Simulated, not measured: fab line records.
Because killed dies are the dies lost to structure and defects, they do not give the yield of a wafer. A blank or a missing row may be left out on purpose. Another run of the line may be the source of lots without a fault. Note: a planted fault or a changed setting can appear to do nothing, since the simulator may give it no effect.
The tool behind it: which one? ; flow nand_harc ; 11 lots with 33 wafers sampled at 5 steps, on a route of 1302 steps

== WHAT EACH GAUGE READ, for each wafer ==
NHARC_P_M0_INSPECT_27. Usual: raw_defect_count 307, standard deviation 110.
lot;measured;on;raw_defect_count;flag
L777;day 6 10:15;defect_inspect-02;190 169 157;
L785;day 9 14:25;defect_inspect-02;300 150 226;
L789;day 11 06:10;defect_inspect-02;536 465 198;
L791;day 12 09:16;defect_inspect-02;270 353 482;
L792;day 12 09:35;defect_inspect-01;264 457 292;
L793;day 13 03:00;defect_inspect-01;280 232 286;
L794;day 13 13:52;defect_inspect-02;217 262 196;
L795;day 13 16:46;defect_inspect-01;255 220 251;
L798;day 15 01:08;defect_inspect-02;340 304 253;
L799;day 15 05:56;defect_inspect-01;277 268 122;
L800;day 15 19:43;defect_inspect-02;338 224 312;

NHARC_END_SORT_01. Usual: defect_limited_yield 91.4 %, standard deviation 2.6; killed_at_array 53, standard deviation 18; killed_at_other 0.9, standard deviation 1.3; killed_at_periphery 4, standard deviation 3.1; killed_dies 58, standard deviation 18; killed_open 3.4, standard deviation 2; killed_short 2.5, standard deviation 1.8; sort_bin_2_pct 3.1 %, standard deviation 1.2; sort_bin_3_pct 0.7 %, standard deviation 0.38; sort_bin_4_pct 4.8 %, standard deviation 1.5; sort_n_pass 619, standard deviation 18; sort_rim_yield_pct 90 %, standard deviation 4.6; sort_yield_pct 91.4 %, standard deviation 2.6.
lot;measured;on;defect_limited_yield (%);killed_at_array;killed_at_other;killed_at_periphery;killed_dies;killed_open;killed_short;sort_bin_2_pct (%);sort_bin_3_pct (%);sort_bin_4_pct (%);sort_n_pass;sort_rim_yield_pct (%);sort_yield_pct (%);flag
L777;day 25 00:17;prober-02;90.5 89.8 91.0;58 65 55;3 4 2;3 0 4;64 69 61;6 5 2;6 8 4;3.1 3.7 2.8;1.3 1.0 0.6;5.0 5.5 5.6;613 608 616;85 83 87;90.5 89.8 91.0;
L785;day 27 18:47;prober-01;88.6 86.7 90.3;73 89 63;2 1 1;2 0 2;77 90 66;6 5 0;2 1 1;4.0 5.8 4.0;1.3 0.4 0.6;6.1 7.1 5.2;600 587 611;79 94 79;88.6 86.7 90.3;
L789;day 29 11:12;prober-02;94.8 95.1 94.4;32 32 35;0 0 0;3 1 3;35 33 38;2 0 5;2 0 2;2.1 1.6 1.9;0.1 0.1 0.6;3.0 3.1 3.1;642 644 639;92 97 92;94.8 95.1 94.4;
L791;day 30 02:55;prober-01;91.3 93.4 94.2;52 34 29;0 1 0;7 10 10;59 45 39;5 4 4;5 5 2;2.8 3.0 3.0;0.3 0.4 0.3;5.6 3.2 2.5;618 632 638;98 91 89;91.3 93.4 94.2;
L792;day 30 01:19;prober-02;91.4 91.9 90.5;47 52 60;0 0 1;11 3 3;58 55 64;4 2 3;5 2 3;3.1 3.2 3.1;0.7 0.6 0.3;4.7 4.3 6.1;619 622 613;88 91 87;91.4 91.9 90.5;
L793;day 31 19:02;prober-01;88.2 90.5 86.9;73 58 89;1 1 0;6 5 0;80 64 89;5 7 5;4 0 6;4.6 2.8 4.9;1.5 0.6 0.7;5.8 6.1 7.5;597 613 588;95 85 88;88.2 90.5 86.9;
L794;day 31 19:02;prober-02;91.6 89.1 87.3;50 57 78;1 6 1;6 11 7;57 74 86;1 8 4;4 1 2;3.5 2.8 4.7;0.7 1.6 0.7;4.1 6.5 7.2;620 603 591;85 85 89;91.6 89.1 87.3;
L795;day 32 01:14;prober-01;93.4 92.3 93.2;44 38 38;0 1 3;1 13 5;45 52 46;2 1 3;3 3 2;2.4 2.7 2.2;0.3 0.3 0.9;4.0 4.7 3.7;632 625 631;90 88 94;93.4 92.3 93.2;
L798;day 33 04:16;prober-02;88.6 90.4 89.7;72 64 68;4 1 1;1 0 1;77 65 70;4 1 1;1 0 0;4.4 3.7 4.6;0.7 1.2 1.0;6.2 4.7 4.7;600 612 607;85 87 85;88.6 90.4 89.7;
L799;day 33 11:11;prober-02;92.3 90.4 89.5;50 63 68;0 0 0;2 2 3;52 65 71;1 5 3;1 2 1;3.2 3.5 4.0;0.4 0.7 0.6;4.0 5.3 5.9;625 612 606;87 86 86;92.3 90.4 89.5;
L800;day 34 02:04;prober-01;89.8 90.7 92.5;67 56 46;1 1 1;1 6 4;69 63 51;2 4 4;2 2 2;4.4 4.4 3.2;0.6 0.9 0.9;5.2 4.0 3.4;608 614 626;85 89 89;89.8 90.7 92.5;

== WHAT TOOL EACH LOT RAN ON (gives the tool, then ch and the chambers of the sampled wafers, and finally the start) ==
lot;NHARC_P_M1_ETCH_35;NHARC_P_M1_ETCH_28;NHARC_P_M1_ANNEAL_31
L777;rie_diel-13 ch 0,1,2, day 6 11:53;rie_diel-02 ch 0,2,3, day 6 12:31;rtp_anneal-01 ch 0, day 6 13:46
L785;rie_diel-13 ch 1,2,3, day 9 16:04;rie_diel-06 ch 1,2,3, day 9 16:37;rtp_anneal-01 ch 0, day 9 17:44
L789;rie_diel-13 ch 1,2,3, day 11 07:51;rie_diel-13 ch 0,1,2, day 11 08:23;rtp_anneal-01 ch 0, day 11 09:37
L791;rie_diel-13 ch 1,2,3, day 12 10:56;rie_diel-13 ch 0,1,3, day 12 11:28;rtp_anneal-01 ch 0, day 12 12:43
L792;rie_diel-06 ch 1,2, day 12 11:09;rie_diel-06 ch 1,2,3, day 12 11:42;rtp_anneal-01 ch 0, day 12 12:55
L793;rie_diel-06 ch 1,2,3, day 13 04:39;rie_diel-13 ch 0,2,3, day 13 05:11;rtp_anneal-01 ch 0, day 13 06:26
L794;rie_diel-06 ch 0,3, day 13 15:31;rie_diel-13 ch 0,2,3, day 13 16:04;rtp_anneal-02 ch 0, day 13 17:17
L795;rie_diel-13 ch 0,3, day 13 18:19;rie_diel-06 ch 0,2,3, day 13 18:54;rtp_anneal-01 ch 0, day 13 20:02
L798;rie_diel-13 ch 0,1,3, day 15 02:51;rie_diel-13 ch 0,1,2, day 15 03:23;rtp_anneal-02 ch 0, day 15 04:34
L799;rie_diel-06 ch 0,1,3, day 15 07:28;rie_diel-06 ch 0,1,3, day 15 08:01;rtp_anneal-02 ch 0, day 15 09:10
L800;rie_diel-13 ch 1,2,3, day 15 21:17;rie_diel-06 ch 2,3, day 15 21:49;rtp_anneal-01 ch 0, day 15 22:58
- NHARC_P_M1_ETCH_35: etches the open film in N2/H2, target depth 40 nm, overetch 12 nm, time 43.94 s.
- NHARC_P_M1_ETCH_28: etches the open film in CF4/N2, target depth 30 nm, time 72.99 s.
- NHARC_P_M1_ANNEAL_31: time 90 s.

== AS READ BY THE TOOLS THEMSELVES (means over the sampled wafers that have a number; for cases with no such wafer, the mark the record gives instead) ==
NHARC_P_M1_ETCH_35. Usual: drypump_motor_current_A 5.6 A (standard deviation 0.44); mfc_ar_sccm 0.006 sccm (standard deviation 0.0098); n2_flow_sccm 150.0 sccm (standard deviation 0.39); oes_product_au 0.999 a.u. (standard deviation 0.0067); rf_vpp_V 429.7 V (standard deviation 1.5); showerhead_plenum_p_Torr 2.01 Torr (standard deviation 0.042); throttle_valve_pct 14.172 % (standard deviation 0.0097).
lot;tool;drypump_motor_current_A (A);mfc_ar_sccm (sccm);n2_flow_sccm (sccm);oes_product_au (a.u.);rf_vpp_V (V);showerhead_plenum_p_Torr (Torr);throttle_valve_pct (%);flag
L777;rie_diel-13;5.6;0.010;149.8;1.010;429.6;2.02;14.174;
L785;rie_diel-13;5.4;0.000;150.0;1.001;430.3;2.02;14.173;
L789;rie_diel-13;5.4;0.000;150.1;1.001;430.7;2.02;14.167;
L791;rie_diel-13;5.4;0.000;149.9;1.003;429.5;2.02;14.175;
L792;rie_diel-06;5.5;0.009;150.0;1.007;429.6;2.01;14.176;
L793;rie_diel-06;5.7;0.005;150.0;1.001;429.6;2.00;14.170;
L794;rie_diel-06;5.7;0.000;150.0;1.005;429.4;2.01;14.175;
L795;rie_diel-13;6.1;0.020;149.7;0.996;428.6;1.98;14.163;
L798;rie_diel-13;5.7;0.010;150.3;1.000;428.6;1.98;14.174;
L799;rie_diel-06;5.5;0.001;150.0;1.003;429.0;2.00;14.182;
L800;rie_diel-13;5.4;0.000;149.7;1.004;429.9;2.02;14.167;

NHARC_P_M1_ETCH_28. Usual: drypump_motor_current_A 5.6 A (standard deviation 0.44); mfc_ar_sccm 150.0 sccm (standard deviation 0.44); n2_flow_sccm 100.0 sccm (standard deviation 0.3); oes_product_au 0.999 a.u. (standard deviation 0.0072); rf_vpp_V 313.5 V (standard deviation 1.2); showerhead_plenum_p_Torr 2.59 Torr (standard deviation 0.051); throttle_valve_pct 19.794 % (standard deviation 0.0089).
lot;tool;drypump_motor_current_A (A);mfc_ar_sccm (sccm);n2_flow_sccm (sccm);oes_product_au (a.u.);rf_vpp_V (V);showerhead_plenum_p_Torr (Torr);throttle_valve_pct (%);flag
L777;rie_diel-02;5.5;150.2;99.9;0.994;313.4;2.58;19.790;
L785;rie_diel-06;5.7;150.7;100.1;0.904;313.4;2.58;19.793;OFF
L789;rie_diel-13;5.6;149.8;100.1;0.999;313.6;2.60;19.800;
L791;rie_diel-13;5.7;150.6;99.9;1.003;312.7;2.56;19.790;
L792;rie_diel-06;5.7;149.8;99.9;0.999;313.1;2.58;19.797;
L793;rie_diel-13;5.8;150.0;100.1;0.993;313.4;2.61;19.793;
L794;rie_diel-13;5.8;150.1;100.0;0.999;313.8;2.61;19.788;
L795;rie_diel-06;5.5;149.8;99.6;1.003;314.2;2.60;19.795;
L798;rie_diel-13;5.6;149.7;99.8;0.997;313.1;2.60;19.789;
L799;rie_diel-06;5.5;150.0;100.1;1.005;313.4;2.58;19.803;
L800;rie_diel-06;5.9;150.3;100.1;1.002;313.3;2.59;19.786;

NHARC_P_M1_ANNEAL_31. Usual: wafer_temp_C_max 225.76, standard deviation 0.19.
lot;tool;wafer_temp_C_max;flag
L777;rtp_anneal-01;225.76;
L785;rtp_anneal-01;225.83;
L789;rtp_anneal-01;225.73;
L791;rtp_anneal-01;225.79;
L792;rtp_anneal-01;225.74;
L793;rtp_anneal-01;225.90;
L794;rtp_anneal-02;225.86;
L795;rtp_anneal-01;225.51;
L798;rtp_anneal-02;225.86;
L799;rtp_anneal-02;225.68;
L800;rtp_anneal-01;225.76;

== THE ANSWER, worked out from the rows above alone ==
Rule: a lot is off if the mean of its wafers that have a number lies more than 3 standard deviations from the usual mean. Also off: a lot with no number at a reading for which 4 or more lots have one. Any other lot the step has rows for is counted as sound. After the gauges, taken in route order, come the tools' own readings; for these a lot's mean is taken, as printed above. The first step at which some lot is off is used, and at that step the reading that is off furthest; a lot without a number counts as furthest.
Off: L785, at NHARC_P_M1_ETCH_28 (oes_product_au).
A tool fits if, at that step or a process step before it, it ran every lot that is off, and no sound lot after the first of them. None of those tried fits.

== WHAT HAD BEEN PUT IN BY THE SIMULATOR ==
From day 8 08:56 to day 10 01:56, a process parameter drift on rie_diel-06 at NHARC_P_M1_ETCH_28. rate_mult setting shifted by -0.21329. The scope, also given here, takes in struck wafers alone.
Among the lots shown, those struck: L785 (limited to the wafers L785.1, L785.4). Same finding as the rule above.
